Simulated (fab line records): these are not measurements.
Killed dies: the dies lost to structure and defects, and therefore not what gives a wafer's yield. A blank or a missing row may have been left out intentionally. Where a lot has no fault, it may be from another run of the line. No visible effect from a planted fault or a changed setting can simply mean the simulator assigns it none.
Split-lot trial + flow n5-finfet + route with 1938 steps; 7 lots, 21 wafers read

## SPLIT DETAILS
At N5_DUMMY_GATE_COAT_28 (time 60 s, resist thk 10 nm), the setting spin-rpm was moved away from the recipe's 1500 rpm on 8 of the 21 wafers read, by -6.1% to +9.6%. The other wafers ran this setting at the recipe's value.

Reading taken at the split's own step.

## THE READING
underlayer_of_DUMMY_GATE_COAT_28.thk-nm (the simulator's own value, which no gauge read), in nm, at N5_DUMMY_GATE_COAT_28 (time 60 s, resist thk 10 nm). The file gives no usual value for it.

| wafer  | tool, chamber at the split | spin-rpm as run, rpm | against the recipe | underlayer_of_DUMMY_GATE_COAT_28.thk-nm, nm | against lot-mates on the recipe |
|--------|----------------------------|----------------------|--------------------|---------------------------------------------|---------------------------------|
| L076.1 | litho-track-01, 0          | 1500                 | recipe             | 10                                          | -                               |
| L076.3 | litho-track-01, 0          | 1500                 | recipe             | 10                                          | -                               |
| L076.5 | litho-track-01, 0          | 1500                 | recipe             | 10                                          | -                               |
| L080.1 | litho-track-02, 0          | 1578                 | +5.2%              | 9.8                                         | -0.2                            |
| L080.6 | litho-track-02, 0          | 1578                 | +5.2%              | 9.8                                         | -0.2                            |
| L080.3 | litho-track-02, 0          | 1500                 | recipe             | 10                                          | -                               |
| L081.3 | litho-track-03, 0          | 1500                 | recipe             | 10                                          | -                               |
| L081.6 | litho-track-03, 0          | 1500                 | recipe             | 10                                          | -                               |
| L081.4 | litho-track-03, 0          | 1409                 | -6.1%              | 10.4                                        | +0.4                            |
| L083.2 | litho-track-01, 0          | 1500                 | recipe             | 10                                          | -                               |
| L083.4 | litho-track-01, 0          | 1627                 | +8.5%              | 9.6                                         | -0.4                            |
| L083.5 | litho-track-01, 0          | 1627                 | +8.5%              | 9.6                                         | -0.4                            |
| L095.1 | litho-track-02, 0          | 1500                 | recipe             | 10                                          | -                               |
| L095.3 | litho-track-02, 0          | 1500                 | recipe             | 10                                          | -                               |
| L095.4 | litho-track-02, 0          | 1500                 | recipe             | 10                                          | -                               |
| L096.2 | litho-track-01, 0          | 1500                 | recipe             | 10                                          | -                               |
| L096.4 | litho-track-01, 0          | 1556                 | +3.7%              | 9.8                                         | -0.2                            |
| L096.6 | litho-track-01, 0          | 1556                 | +3.7%              | 9.8                                         | -0.2                            |
| L097.1 | litho-track-01, 0          | 1500                 | recipe             | 10                                          | -                               |
| L097.3 | litho-track-01, 0          | 1500                 | recipe             | 10                                          | -                               |
| L097.6 | litho-track-01, 0          | 1644                 | +9.6%              | 9.6                                         | -0.4                            |

FIT RESULTS
A straight line over all 21 wafers: underlayer_of_DUMMY_GATE_COAT_28.thk-nm changes by -0.0482 nm for each +1% of spin-rpm; r = -0.99; the points scatter about the line by 0.031 nm.
The same after taking each lot's own level away (the mean of its wafers on the recipe; 21 wafers): -0.0482 nm for each +1%; r = -0.99; scatter 0.031 nm.
The reading moves by 0.46 nm for the largest change in spin-rpm, on that fit.
The lots' own levels span 10.00 to 10.00 nm.
The two slopes agree, so the slope changes little with the lot-to-lot level.
Check: for one of the wafers moved furthest among these (+9.6%), held out of the fit, the line's prediction against its lot-mates is -0.468 nm. It came out at -0.4 nm against them.

## OTHER SPLITS ON THESE WAFERS
Other splits were also applied to these wafers ahead of the reading. Each is held against what the fit with the lots' levels taken away leaves over:
| other split on the same wafers            | wafers away from the commonest value | r with underlayer_of_DUMMY_GATE_COAT_28.thk-nm (lot level and that fit taken away) |
|-------------------------------------------|--------------------------------------|------------------------------------------------------------------------------------|
| N5_ZERO_LAYER_EXPOSE_08 dose-mj           | 3                                    | -0.07                                                                              |
| N5_ZERO_LAYER_DEVELOP_10 develop-time-s   | 3                                    | +0.06                                                                              |
| N5_PMOS_HMC_CHANNEL_EPI_EXPOSE_06 dose-mj | 7                                    | +0.20                                                                              |
| N5_PMOS_HMC_CHANNEL_EPI_PEB_07 peb-temp-c | 5                                    | +0.04                                                                              |
| N5_FIN_SAQP_ALD_61 ald-cycles             | 7                                    | -0.23                                                                              |
| N5_FIN_SAQP_PECVD_48 time-s               | 5                                    | -0.02                                                                              |

## FILE'S OWN FIT
underlayer_of_DUMMY_GATE_COAT_28.thk-nm changes by -0.0473 nm for each +1% of spin-rpm, r = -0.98.
